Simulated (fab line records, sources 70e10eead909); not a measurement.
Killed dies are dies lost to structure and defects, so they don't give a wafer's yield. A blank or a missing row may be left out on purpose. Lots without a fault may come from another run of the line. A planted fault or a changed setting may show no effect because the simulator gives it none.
Chamber matching | flow nand_harc | NHARC_A_BLC_STRIP_21 on rie_diel-07: 4 sister chambers
The step strips in O2. 7 wafers are shown with their chamber, then 7 later ones without.

WAFERS WITH THEIR CHAMBER
wafer  | chamber | drypump_motor_current_A (A) | showerhead_plenum_p_Torr (Torr)
L287.3 | 2       | 6.4                         | 3.44
L287.6 | 0       | 5.5                         | 3.34
L291.3 | 3       | 5.2                         | 3.43
L291.5 | 0       | 5.4                         | 3.33
L291.6 | 1       | 6.4                         | 3.57
L300.2 | 3       | 5.2                         | 3.43
L300.3 | 1       | 6.4                         | 3.57

WAFERS WITHOUT THEIR CHAMBER
wafer  | drypump_motor_current_A (A) | showerhead_plenum_p_Torr (Torr)
L300.5 | 5.2                         | 3.43
L302.1 | 6.4                         | 3.56
L302.4 | 6.4                         | 3.43
L302.5 | 5.5                         | 3.33
L304.2 | 6.4                         | 3.56
L304.4 | 6.4                         | 3.43
L304.5 | 5.5                         | 3.33

WHICH CHAMBER EACH WENT THROUGH
wafer  | from the rows above | in truth
L300.5 | 3                   | 3
L302.1 | 1                   | 1
L302.4 | 2                   | 2
L302.5 | 0                   | 0
L304.2 | 1                   | 1
L304.4 | 2                   | 2
L304.5 | 0                   | 0
Placed correctly: 7 of 7. Can't be placed from these rows: 0. Placed wrongly: 0.
How it was worked out, from the rows above alone: a wafer's distance from a chamber is the root of the sum, over the readings, of the square of ((its reading less the chamber's mean) divided by the reading's scatter). The wafer belongs to the nearest chamber; if the next one is less than 2 further off, it can't be placed. A chamber's mean is the mean of its shown wafers. The scatter: the root of (the sum of the squares of (reading less its chamber's mean) over the shown wafers, divided by (wafers less chambers)).
